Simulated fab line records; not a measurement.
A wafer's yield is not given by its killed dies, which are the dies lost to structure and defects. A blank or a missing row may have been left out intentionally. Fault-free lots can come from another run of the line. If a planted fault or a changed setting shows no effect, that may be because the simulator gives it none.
fab line records | flow n5-finfet
[record] lots = 7 wafers = 21
route steps=1938 shown GATE_CUT@480 MOL_CONTACT_COAG@595 BEOL_M0_SAQP@638 BEOL_M0@748
start-h: the number of hours between the record's first day and the start of the first shown wafer of the lot | wait-h: how many hours have passed since the lot's step before this one | " same as the row above | L1.1+2: one row covering several wafers at once | - value missing, or start not given | * or withheld: withheld | < > ~ a bound
route shown NAME@n: NAME is a module with steps in the file, n the number in the route of the first one | usual: mean/standard deviation taken from wafers without a fault | same: alike in all rows | chamber/n: place in a boat | sites: each site's reading | _std_site: the standard deviation of these | _edge_site: inner sites' mean taken away from outer sites' mean | radius-mm: how far each site lies from the wafer's centre | mask NAME#n: copy n | behind: the last tool/chamber to shape the wafer | hold: why the lot was held/for how many hours/how that ended | device: the transistor (n, p or np) that didn't switch | end of line: tests of these same wafers at the route's end | for a step that has no rows: nothing shown but its recipe | killed: the dies lost at the first sort to structure and to defects; this is not the yield of the wafer | map: a wafer's dies, marking killed ones x, the rest . and places with no die _
set.NAME: the setting as run; set.NAME@STEP: as run at that earlier step | model.NAME: the simulator's own value behind a step, which no gauge read
lots whose settings were changed on purpose; a table a step, a row a wafer
[[steps]]
[step N5_GATE_CUT_COAT_27]
[recipe] resist = underlayer temp-c = 205 time-s = 60 spin-rpm = 1500 resist-thk-nm = 10
// columns lot.wafer tool chamber start-h wait-h set.spin-rpm model.underlayer_of_GATE_CUT_COAT_27.thk-nm
L077.1 litho-track-02 0 - - 1339 10.6
L077.2+3 " 0 " " 1500 10
L081.1+4+5 litho-track-03 0 - - 1500 10
L084.4 litho-track-01 0 - - 1585 9.8
L084.5+6 " 0 " " 1500 10
L086.1+3+5 litho-track-02 0 - - 1500 10
L088.4+5+6 litho-track-01 0 - - 1500 10
L091.1+2+5 litho-track-03 0 - - 1500 10
L094.1+3 litho-track-02 0 - - 1333 10.6
L094.5 " 0 " " 1500 10
[step N5_GATE_CUT_DESCUM_18]
[recipe] chemistry = O2 time-s = 7 source-power-w = 50 bias-power-w = 20 pressure-mtorr = 20 rf-frequency-hz = 2.712e+07 temp-c = 40 resist = CAR-EUV o2-flow-sccm = 225
// columns lot.wafer tool chamber start-h wait-h set.time-s model.CAR-EUV_of_GATE_CUT_COAT_07.thk-nm
L077.1+2 rie-diel-01 0,2 102.65 0.0 7 26
L077.3 " 1 " " 7 26.2
L081.1+4 rie-diel-03 0,3 127.75 0.0 5.969 26.8
L081.5 " 3 " " 7 26.2
L084.4+5 rie-diel-05 0,2 143.65 0.0 7 26.2
L084.6 " 3 " " 7.453 26
L086.1+5 rie-diel-01 0 157.26 0.0 6.475 26.2
L086.3 " 2 " " 7 26.2
L088.4 rie-diel-01 2 168.14 0.1 7 26.2
L088.5+6 " 2,3 " " 5.887 26.8
L091.1+2+5 rie-diel-03 3,2,1 184.09 0.2 7 26.2
L094.1 rie-diel-03 3 202.77 0.0 6.461 26.2
L094.3 " 1 " " 7 26.2
L094.5 " 1 " " 6.461 26.4
[step N5_GATE_CUT_ETCH_28]
[recipe] chemistry = N2/H2 target = underlayer target-depth-a = 130 mask-material = CAR-EUV time-s = 10.4 ion-energy-ev = 200 pressure-mtorr = 30 source-w = 840 bias-w = 150 n2-flow-sccm = 200 h2-flow-sccm = 200 ends = cleared
[usual] etch-rf-on-time-s = 10.40/0.22
// columns lot.wafer tool chamber start-h wait-h set.spin-rpm@GATE_CUT_COAT_27 etch-rf-on-time-s model.etch.depth-nm
L077.1 rie-diel-01 0 102.68 0.0 1339 10.86 10.61
L077.2 " 2 " " 1500 10.40 10.01
L077.3 " 1 " " 1500 9.95 10.04
L081.1 rie-diel-03 0 127.79 0.0 1500 10.62 10.05
L081.4 " 3 " " 1500 10.45 10.04
L081.5 " 3 " " 1500 10.33 10.02
L084.4 rie-diel-05 0 143.68 0.0 1585 9.84 9.782
L084.5 " 2 " " 1500 10.08 9.998
L084.6 " 3 " " 1500 10.37 10.01
L086.1 rie-diel-01 0 157.29 0.0 1500 10.47 10.01
L086.3 " 2 " " 1500 10.63 10.04
L086.5 " 0 " " 1500 10.50 10
L088.4 rie-diel-01 2 168.18 0.0 1500 10.52 10.01
L088.5 " 2 " " 1500 10.61 10.04
L088.6 " 3 " " 1500 10.41 10.02
L091.1 rie-diel-03 3 184.12 0.0 1500 10.47 10
L091.2 " 2 " " 1500 10.39 10
L091.5 " 1 " " 1500 10.38 10
L094.1 rie-diel-03 3 202.81 0.0 1333 11.21 10.64
L094.3 " 1 " " 1333 11.13 10.64
L094.5 " 1 " " 1500 10.43 10.02
[step N5_MOL_CONTACT_COAG_COAT_64]
[recipe] resist = underlayer temp-c = 205 time-s = 60 spin-rpm = 1500 resist-thk-nm = 10
// columns lot.wafer tool chamber start-h wait-h set.spin-rpm model.underlayer_of_MOL_CONTACT_COAG_COAT_64.thk-nm
L077.1+3 litho-track-04 0 - - 1500 10
L077.2 " 0 " " 1381 10.4
L081.1+5 litho-track-05 0 - - 1500 10
L081.4 " 0 " " 1598 9.6
L084.4+5 litho-track-04 0 - - 1638 9.6
L084.6 " 0 " " 1500 10
L086.1+3+5 litho-track-05 0 - - 1500 10
L088.4+5 litho-track-05 0 - - 1422 10.2
L088.6 " 0 " " 1500 10
L091.1+2+5 litho-track-03 0 - - 1500 10
L094.1+3+5 litho-track-05 0 - - 1500 10
[step N5_MOL_CONTACT_COAG_COAT_34]
[recipe] resist = CAR-EUV spin-rpm = 1500 resist-thk-nm = 40
[step N5_MOL_CONTACT_COAG_EBR_36]
[recipe] solvent = PGMEA ebr-width-mm = 1.5
[step N5_MOL_CONTACT_COAG_DESCUM_45]
[recipe] chemistry = O2 time-s = 7 source-power-w = 50 bias-power-w = 20 pressure-mtorr = 20 rf-frequency-hz = 2.712e+07 temp-c = 40 resist = CAR-EUV o2-flow-sccm = 225
[step N5_MOL_CONTACT_COAG_ETCH_65]
[recipe] chemistry = N2/H2 target = underlayer target-depth-a = 130 mask-material = CAR-EUV time-s = 10.4 ion-energy-ev = 200 pressure-mtorr = 30 source-w = 840 bias-w = 150 n2-flow-sccm = 200 h2-flow-sccm = 200 ends = cleared
// columns lot.wafer tool chamber start-h wait-h set.spin-rpm@MOL_CONTACT_COAG_COAT_64 model.etch.depth-nm
L077.1 rie-diel-04 1 116.25 0.0 1500 10
L077.2 " 2 " " 1381 10.41
L077.3 " 0 " " 1500 9.977
L081.1 rie-diel-02 1 142.68 0.0 1500 9.992
L081.4 " 2 " " 1598 9.684
L081.5 " 1 " " 1500 9.954
L084.4 rie-diel-02 1 158.05 0.0 1638 9.568
L084.5 " 3 " " 1638 9.552
L084.6 " 0 " " 1500 10.02
L086.1 rie-diel-02 0 173.11 0.0 1500 9.999
L086.3 " 3 " " 1500 10.03
L086.5 " 0 " " 1500 10.05
L088.4+5 rie-diel-04 1,3 185.81 0.0 1422 10.22
L088.6 " 0 " " 1500 9.969
L091.1 rie-diel-02 1 198.68 0.0 1500 10
L091.2 " 3 " " 1500 9.983
L091.5 " 3 " " 1500 10.03
L094.1 rie-diel-06 1 219.27 0.0 1500 10.02
L094.3 " 0 " " 1500 10
L094.5 " 0 " " 1500 9.998
[step N5_MOL_CONTACT_COAG_ETCH_66]
[recipe] chemistry = CF4 target = SiARC target-depth-a = 130 mask-material = CAR-EUV time-s = 21.7 ion-energy-ev = 80 pressure-mtorr = 40 source-w = 545 bias-w = 36 Ar_flow_sccm = 100 cf4-flow-sccm = 100 ends = cleared
// columns lot.wafer tool chamber start-h wait-h set.spin-rpm@MOL_CONTACT_COAG_COAT_64 model.CAR-EUV_of_MOL_CONTACT_COAG_COAT_34.thk-nm
L077.1+3 rie-diel-04 1,0 116.27 0.0 1500 17
L077.2 " 2 " " 1381 16.4
L081.1 rie-diel-02 1 142.70 0.0 1500 16.8
L081.4 " 2 " " 1598 17.2
L081.5 " 1 " " 1500 16.6
L084.4 rie-diel-02 1 158.07 0.0 1638 17.4
L084.5 " 3 " " 1638 17.6
L084.6 " 0 " " 1500 17
L086.1+5 rie-diel-02 0 173.13 0.0 1500 17
L086.3 " 3 " " 1500 16.8
L088.4+5 rie-diel-04 1,3 185.83 0.0 1422 16.8
L088.6 " 0 " " 1500 17
L091.1+2+5 rie-diel-02 1,3,3 198.70 0.0 1500 16.8
L094.1+3+5 rie-diel-06 1,0,0 219.29 0.0 1500 17
[step N5_BEOL_M0_SAQP_PECVD_04]
[recipe] material = a-Si target-thk-a = 600 temp-c = 350 precursor = SiH4/He pressure-torr = 3 rf-w = 100 time-s = 60.2
// columns lot.wafer tool chamber start-h wait-h set.time-s model.a-Si_of_BEOL_M0_SAQP_PECVD_04.thk-nm
L077.1+2 pecvd-03 0,1 122.07 0.0 60.2 59.4
L077.3 " 2 " " 60.2 60
L081.1 pecvd-04 0 149.43 0.0 64.96 64.4
L081.4 " 0 " " 64.96 65.4
L081.5 " 2 " " 60.2 60.4
L084.4+6 pecvd-03 2,1 163.70 0.1 60.2 60.2
L084.5 " 2 " " 57.92 56.6
L086.1 pecvd-03 1 179.21 0.0 51.89 51.6
L086.3 " 0 " " 60.2 58.2
L086.5 " 1 " " 51.89 52.4
L088.4 pecvd-02 1 192.32 0.1 60.2 61.2
L088.5 " 1 " " 60.2 61.4
L088.6 " 2 " " 60.2 61
L091.1 pecvd-03 2 204.45 0.0 60.2 59.4
L091.2 " 0 " " 60.2 58
L091.5 " 1 " " 60.2 59.6
L094.1 pecvd-02 1 225.26 0.0 60.2 60.8
L094.3 " 0 " " 60.2 61.6
L094.5 " 0 " " 66.55 67.6
[step N5_BEOL_M0_SAQP_THK_MEAS_05]
[usual] thk-nm = 60.1/0.84
// columns lot.wafer tool chamber start-h wait-h set.time-s@BEOL_M0_SAQP_PECVD_04 thk-nm
L077.1 film-metro-01 - 122.17 0.1 60.2 59.4
L077.2 " - " " 60.2 59.5
L077.3 " - " " 60.2 59.9
L081.1 film-metro-01 - 149.56 0.1 64.96 64.3
L081.4 " - " " 64.96 65.4
L081.5 " - " " 60.2 60.4
L084.4 film-metro-02 - 163.80 0.1 60.2 60.1
L084.5 " - " " 57.92 56.6
L084.6 " - " " 60.2 60.1
L086.1 film-metro-02 - 179.30 0.1 51.89 51.6
L086.3 " - " " 60.2 58.2
L086.5 " - " " 51.89 52.3
L088.4 film-metro-01 - 192.43 0.1 60.2 61.2
L088.5 " - " " 60.2 61.2
L088.6 " - " " 60.2 61.0
L091.1 film-metro-01 - 204.55 0.1 60.2 59.4
L091.2 " - " " 60.2 58.0
L091.5 " - " " 60.2 59.5
L094.1 film-metro-02 - 225.39 0.1 60.2 60.8
L094.3 " - " " 60.2 61.6
L094.5 " - " " 66.55 67.5
[step N5_BEOL_M0_SAQP_DEVELOP_13]
[recipe] develop-time-s = 30 developer = TMAH resist = CAR-ArF dev-temp-c = 23 rinse-liquid = diw dry = air-spin
// columns lot.wafer tool chamber start-h wait-h set.develop-time-s
L077.1+2 litho-track-01 0 - - 30
L077.3 " 0 " " 33.68
L081.1+4+5 litho-track-05 0 - - 30
L084.4+5+6 litho-track-05 0 - - 30
L086.1+3 litho-track-01 0 - - 32.12
L086.5 " 0 " " 30
L088.4+5+6 litho-track-05 0 - - 30
L091.1+2+5 litho-track-02 0 - - 30
L094.1 litho-track-05 0 - - 30
L094.3+5 " 0 " " 27.14
[step N5_BEOL_M0_SAQP_ETCH_84]
[recipe] chemistry = N2/H2 target = SOC target-depth-a = 1000 overetch-a = 200 mask-material = SiARC temp-c = 40 time-s = 150 ion-energy-ev = 200 pressure-mtorr = 30 source-w = 840 bias-w = 150 n2-flow-sccm = 200 h2-flow-sccm = 200
[step N5_BEOL_M0_SAQP_STRIP_80]
[recipe] chemistry = N2/H2 temp-c = 40 n2-flow-sccm = 200 h2-flow-sccm = 200 rf-frequency-hz = 6e+07
[step N5_BEOL_M0_SAQP_HM_OPEN_112]
[recipe] chemistry = CHF3/O2 target = SiO2 stop-on = a-Si target-depth-a = 120 over-etch-frac = 1.25 mask-material = SOC time-s = 13.5 pressure-mtorr = 30 source-w = 650 bias-w = 170 Ar_flow_sccm = 200 CHF3_flow_sccm = 50 O2_flow_sccm = 5 ion-energy-ev = 200 ends = end-point
// columns lot.wafer tool chamber start-h wait-h set.time-s@BEOL_M0_SAQP_PECVD_04 model.a-Si_of_BEOL_M0_SAQP_PECVD_04.thk-nm
L077.1 rie-diel-01 3 123.23 0.0 60.2 59.2
L077.2 " 2 " " 60.2 59.4
L077.3 " 1 " " 60.2 59.8
L081.1 rie-diel-03 2 150.32 0.0 64.96 64.4
L081.4 " 1 " " 64.96 65.4
L081.5 " 1 " " 60.2 60.4
L084.4+6 rie-diel-05 1 164.56 0.0 60.2 60.2
L084.5 " 2 " " 57.92 56.6
L086.1 rie-diel-03 1 180.07 0.0 51.89 51.6
L086.3 " 0 " " 60.2 58.2
L086.5 " 2 " " 51.89 52.4
L088.4 rie-diel-03 1 193.59 0.0 60.2 61.2
L088.5 " 3 " " 60.2 61.4
L088.6 " 0 " " 60.2 61
L091.1+5 rie-diel-01 1,0 205.45 0.0 60.2 59.4
L091.2 " 3 " " 60.2 58
L094.1 rie-diel-01 0 226.18 0.0 60.2 60.8
L094.3 " 2 " " 60.2 61.4
L094.5 " 2 " " 66.55 67.6
[step N5_BEOL_M0_SAQP_STRIP_113]
[recipe] chemistry = CHF3/O2 resist = SiARC rf-frequency-hz = 6e+07
[step N5_BEOL_M0_SAQP_MANDREL_ETCH_20]
[recipe] target-depth-a = 600 chemistry = HBr/Cl2 target = a-Si stop-on = SiNx bt-time-s = 10 mask-material = SOC over-etch-frac = 0.5 time-s = 30 pressure-mtorr = 10 icp-w = 800 bias-w = 75 HBr_flow_sccm = 150 Cl2_flow_sccm = 80 ends = end-point
// columns lot.wafer tool chamber start-h wait-h set.time-s@BEOL_M0_SAQP_PECVD_04 model.etch.depth-nm
L077.1 rie-si-02 0 123.31 0.0 60.2 59.3
L077.2 " 2 " " 60.2 59.41
L077.3 " 1 " " 60.2 59.79
L081.1 rie-si-01 3 150.41 0.0 64.96 64.31
L081.4 " 0 " " 64.96 65.44
L081.5 " 3 " " 60.2 60.44
L084.4 rie-si-02 1 164.65 0.0 60.2 60.12
L084.5 " 3 " " 57.92 56.51
L084.6 " 0 " " 60.2 60.1
L086.1 rie-si-02 2 180.15 0.0 51.89 51.53
L086.3 " 0 " " 60.2 58.23
L086.5 " 0 " " 51.89 52.32
L088.4 rie-si-06 1 193.67 0.0 60.2 61.19
L088.5 " 2 " " 60.2 61.31
L088.6 " 1 " " 60.2 60.92
L091.1 rie-si-02 1 205.53 0.0 60.2 59.37
L091.2 " 3 " " 60.2 58
L091.5 " 3 " " 60.2 59.49
L094.1 rie-si-02 2 226.27 0.0 60.2 60.84
L094.3 " 0 " " 60.2 61.49
L094.5 " 3 " " 66.55 67.53
[step N5_BEOL_M0_SAQP_EXPOSE_37]
[recipe] mask-id = M0_CUT1 na = 0.33 source-shape = annular sigma-inner = 0.35 sigma-outer = 0.8 polarization = unpolarized target-cd-nm = 30 dose-mj = 44.75
// columns lot.wafer tool chamber start-h wait-h mask set.dose-mj
L077.1+2 euv-scanner-02 0 126.95 - M0_CUT1#0 44.75
L077.3 " 0 " " M0_CUT1#0 41.77
L081.1 euv-scanner-01 0 154.14 - M0_CUT1#0 46.6
L081.4+5 " 0 " " M0_CUT1#0 44.75
L084.4+5+6 euv-scanner-02 0 167.98 - M0_CUT1#0 44.75
L086.1 euv-scanner-02 0 184.39 - M0_CUT1#0 44.75
L086.3+5 " 0 " " M0_CUT1#0 43.45
L088.4+5+6 euv-scanner-01 0 198.12 - M0_CUT1#0 44.75
L091.1+2+5 euv-scanner-01 0 209.29 - M0_CUT1#0 44.75
L094.1+5 euv-scanner-02 0 231.35 - M0_CUT1#0 44.75
L094.3 " 0 " " M0_CUT1#0 45.7
[step N5_BEOL_M0_SAQP_PEB_38]
[recipe] peb-temp-c = 100 peb-time-s = 60 resist = CAR-EUV
[step N5_BEOL_M0_SAQP_DEVELOP_39]
[recipe] develop-time-s = 30 developer = TMAH resist = CAR-EUV rinse-liquid = surfactant-rinse dry = air-spin dev-temp-c = 23
[step N5_BEOL_M0_SAQP_CD_MEAS_40]
[recipe] target-cd-nm = 30 landing-energy-ev = 500 detector = se-inlens
[usual] cd-nm = 30.04/0.27
// columns lot.wafer tool chamber start-h wait-h set.dose-mj@BEOL_M0_SAQP_EXPOSE_37 cd-nm
L077.1 cd-sem-03 0 127.08 - 44.75 30.12
L077.2 " 0 " " 44.75 29.86
L077.3 " 0 " " 41.77 28.81
L081.1 cd-sem-03 0 154.27 - 46.6 30.78
L081.4 " 0 " " 44.75 30.02
L081.5 " 0 " " 44.75 29.74
L084.4 cd-sem-01 0 168.10 - 44.75 30.15
L084.5 " 0 " " 44.75 30.10
L084.6 " 0 " " 44.75 29.82
L086.1 cd-sem-03 0 184.52 - 44.75 29.96
L086.3 " 0 " " 43.45 29.41
L086.5 " 0 " " 43.45 29.41
L088.4 cd-sem-03 0 198.24 - 44.75 29.61
L088.5 " 0 " " 44.75 30.21
L088.6 " 0 " " 44.75 30.24
L091.1 cd-sem-03 0 209.42 - 44.75 29.69
L091.2 " 0 " " 44.75 29.73
L091.5 " 0 " " 44.75 30.02
L094.1 cd-sem-01 0 231.48 - 44.75 30.03
L094.3 " 0 " " 45.7 30.50
L094.5 " 0 " " 44.75 30.25
[step N5_BEOL_M0_SAQP_DESCUM_45]
[recipe] chemistry = O2 time-s = 7 source-power-w = 50 bias-power-w = 20 pressure-mtorr = 20 rf-frequency-hz = 2.712e+07 temp-c = 40 resist = CAR-EUV o2-flow-sccm = 225
// columns lot.wafer tool chamber start-h wait-h set.dose-mj@BEOL_M0_SAQP_EXPOSE_37 model.BEOL_M0_SAQP.cd-nm
L077.1 rie-diel-03 3 127.23 0.1 44.75 30.2
L077.2 " 1 " " 44.75 30
L077.3 " 0 " " 41.77 28.8
L081.1 rie-diel-05 3 154.40 0.0 46.6 30.8
L081.4 " 2 " " 44.75 30.2
L081.5 " 3 " " 44.75 29.8
L084.4 rie-diel-03 2 168.29 0.1 44.75 30.2
L084.5+6 " 2,1 " " 44.75 30
L086.1 rie-diel-05 3 184.65 0.0 44.75 29.8
L086.3 " 0 " " 43.45 29.2
L086.5 " 2 " " 43.45 29.6
L088.4 rie-diel-03 2 198.35 0.0 44.75 29.8
L088.5+6 " 2,1 " " 44.75 30.2
L091.1+2 rie-diel-03 3,1 209.67 0.2 44.75 30
L091.5 " 3 " " 44.75 29.8
L094.1 rie-diel-03 3 231.60 0.0 44.75 30
L094.3 " 0 " " 45.7 30.6
L094.5 " 1 " " 44.75 29.8
[step N5_BEOL_M0_SAQP_ETCH_88]
[recipe] chemistry = N2/H2 target = underlayer target-depth-a = 65 time-s = 5.2 ion-energy-ev = 200 mask-material = CAR-EUV pressure-mtorr = 30 source-w = 840 bias-w = 150 n2-flow-sccm = 200 h2-flow-sccm = 200 ends = cleared
// columns lot.wafer tool chamber start-h wait-h set.dose-mj@BEOL_M0_SAQP_EXPOSE_37 model.BEOL_M0_SAQP.cd-nm
L077.1 rie-diel-03 3 127.26 0.0 44.75 30.2
L077.2 " 1 " " 44.75 30
L077.3 " 0 " " 41.77 28.8
L081.1 rie-diel-05 3 154.43 0.0 46.6 30.8
L081.4 " 2 " " 44.75 30.2
L081.5 " 3 " " 44.75 29.8
L084.4 rie-diel-03 2 168.32 0.0 44.75 30.2
L084.5+6 " 2,1 " " 44.75 30
L086.1 rie-diel-05 3 184.68 0.0 44.75 29.8
L086.3 " 0 " " 43.45 29.2
L086.5 " 2 " " 43.45 29.8
L088.4 rie-diel-03 2 198.39 0.0 44.75 29.8
L088.5 " 2 " " 44.75 30
L088.6 " 1 " " 44.75 30.2
L091.1 rie-diel-03 3 209.71 0.0 44.75 30.2
L091.2 " 1 " " 44.75 30
L091.5 " 3 " " 44.75 29.8
L094.1 rie-diel-03 3 231.64 0.0 44.75 30.2
L094.3 " 0 " " 45.7 30.6
L094.5 " 1 " " 44.75 30
[step N5_BEOL_M0_SAQP_CUT_ETCH_46]
[recipe] chemistry = N2/H2 target = SOC target-depth-a = 1350 overetch-a = 270 temp-c = 40 time-s = 202.5 ion-energy-ev = 200 mask-material = SiARC pressure-mtorr = 30 source-w = 840 bias-w = 150 n2-flow-sccm = 200 h2-flow-sccm = 200
// columns lot.wafer tool chamber start-h wait-h set.time-s set.dose-mj@BEOL_M0_SAQP_EXPOSE_37 model.BEOL_M0_SAQP.cd-nm model.SiARC_of_BEOL_M0_SAQP_COAT_72.thk-nm
L077.1 rie-diel-03 3 127.31 0.0 202.5 44.75 30.6 5.2
L077.2 " 1 " " 187.8 44.75 30 5.6
L077.3 " 0 " " 187.8 41.77 28 5.6
L081.1 rie-diel-05 3 154.48 0.0 202.5 46.6 30.4 4.8
L081.4 " 2 " " 170.2 44.75 29.6 6.2
L081.5 " 3 " " 202.5 44.75 29.4 4.8
L084.4 rie-diel-03 2 168.37 0.0 202.5 44.75 30.4 5
L084.5+6 " 2,1 " " 202.5 44.75 30.2 5
L086.1 rie-diel-05 3 184.73 0.0 237.4 44.75 30.2 3.2
L086.3 " 0 " " 237.4 43.45 30.2 3.2
L086.5 " 2 " " 202.5 43.45 29.8 4.6
L088.4 rie-diel-03 2 198.44 0.0 226.2 44.75 29.8 4
L088.5 " 2 " " 202.5 44.75 29.8 5
L088.6 " 1 " " 202.5 44.75 30 5
L091.1 rie-diel-03 3 209.75 0.0 202.5 44.75 30.6 5.4
L091.2 " 1 " " 202.5 44.75 30.2 5
L091.5 " 3 " " 202.5 44.75 30.2 5.4
L094.1 rie-diel-03 3 231.69 0.0 184.5 44.75 29.8 6.2
L094.3 " 0 " " 202.5 45.7 30.2 5
L094.5 " 1 " " 184.5 44.75 29.8 5.8
[step N5_BEOL_M0_DEP_125]
[recipe] material = SiCN target-thk-a = 80 temp-c = withheld precursor = 3MS/NH3 pressure-torr = 3 rf-w = 202 time-s = 14
// columns lot.wafer tool chamber start-h wait-h set.time-s model.SiCN_of_BEOL_M0_DEP_125.thk-nm
L077.1+3 pecvd-03 1,0 138.92 0.0 12 6.8
L077.2 " 2 " " 14 8
L081.1 pecvd-02 0 160.94 0.0 12.5 7.2
L081.4 " 0 " " 14 8.2
L081.5 " 2 " " 14 8
L084.4+5+6 pecvd-02 0,2,1 174.38 0.0 14 8
L086.1+5 pecvd-01 1,0 191.43 0.0 12.84 7.2
L086.3 " 0 " " 14 7.8
L088.4 pecvd-01 2 210.49 0.0 12.96 7.2
L088.5+6 " 0,1 " " 14 8
L091.1 pecvd-03 1 215.12 0.0 14 7.8
L091.2 " 0 " " 14 8
L091.5 " 1 " " 14 8.2
L094.1 pecvd-02 2 237.95 0.0 14 8
L094.3+5 " 0,1 " " 15.28 9
[[key]]
[split] step = N5_GATE_CUT_COAT_27 setting = spin-rpm stated = 1500 by = wafer
[response] step = N5_GATE_CUT_COAT_27 reading = model.underlayer_of_GATE_CUT_COAT_27.thk-nm change = -0.0525 per = 1% r = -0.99
[response] step = N5_GATE_CUT_ETCH_28 reading = etch-rf-on-time-s change = * per = 1% r = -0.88
[response] step = N5_GATE_CUT_ETCH_28 reading = model.etch.depth-nm change = -0.053 per = 1% r = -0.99
[split] step = N5_GATE_CUT_DESCUM_18 setting = time-s stated = 7 by = wafer
[response] step = N5_GATE_CUT_DESCUM_18 reading = model.CAR-EUV_of_GATE_CUT_COAT_07.thk-nm change = -0.0326 per = 1% r = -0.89
[split] step = N5_MOL_CONTACT_COAG_COAT_64 setting = spin-rpm stated = 1500 by = wafer
[response] step = N5_MOL_CONTACT_COAG_COAT_64 reading = model.underlayer_of_MOL_CONTACT_COAG_COAT_64.thk-nm change = -0.0484 per = 1% r = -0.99
[response] step = N5_MOL_CONTACT_COAG_ETCH_65 reading = model.etch.depth-nm change = -0.0494 per = 1% r = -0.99
[response] step = N5_MOL_CONTACT_COAG_ETCH_66 reading = model.CAR-EUV_of_MOL_CONTACT_COAG_COAT_34.thk-nm change = +0.0629 per = 1% r = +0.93
[split] step = N5_BEOL_M0_SAQP_PECVD_04 setting = time-s stated = 60.2 by = wafer
[response] step = N5_BEOL_M0_SAQP_PECVD_04 reading = model.a-Si_of_BEOL_M0_SAQP_PECVD_04.thk-nm change = +0.534 per = 1% r = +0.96
[response] step = N5_BEOL_M0_SAQP_THK_MEAS_05 reading = thk-nm change = * per = 1% r = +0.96
[response] step = N5_BEOL_M0_SAQP_HM_OPEN_112 reading = model.a-Si_of_BEOL_M0_SAQP_PECVD_04.thk-nm change = +0.537 per = 1% r = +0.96
[response] step = N5_BEOL_M0_SAQP_MANDREL_ETCH_20 reading = model.etch.depth-nm change = +0.536 per = 1% r = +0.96
[split] step = N5_BEOL_M0_SAQP_DEVELOP_13 setting = develop-time-s stated = 30 by = wafer
response none clear
[split] step = N5_BEOL_M0_SAQP_EXPOSE_37 setting = dose-mj stated = 44.75 by = wafer
[response] step = N5_BEOL_M0_SAQP_CD_MEAS_40 reading = cd-nm change = +0.187 per = 1% r = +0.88
[response] step = N5_BEOL_M0_SAQP_DESCUM_45 reading = model.BEOL_M0_SAQP.cd-nm change = +0.196 per = 1% r = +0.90
[response] step = N5_BEOL_M0_SAQP_ETCH_88 reading = model.BEOL_M0_SAQP.cd-nm change = +0.187 per = 1% r = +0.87
[response] step = N5_BEOL_M0_SAQP_CUT_ETCH_46 reading = model.BEOL_M0_SAQP.cd-nm change = +0.275 per = 1% r = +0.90
[split] step = N5_BEOL_M0_SAQP_CUT_ETCH_46 setting = time-s stated = 202.5 by = wafer
[response] step = N5_BEOL_M0_SAQP_CUT_ETCH_46 reading = model.SiARC_of_BEOL_M0_SAQP_COAT_72.thk-nm change = -0.0853 per = 1% r = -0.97
[split] step = N5_BEOL_M0_DEP_125 setting = time-s stated = 14 by = wafer
[response] step = N5_BEOL_M0_DEP_125 reading = model.SiCN_of_BEOL_M0_DEP_125.thk-nm change = +0.089 per = 1% r = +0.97
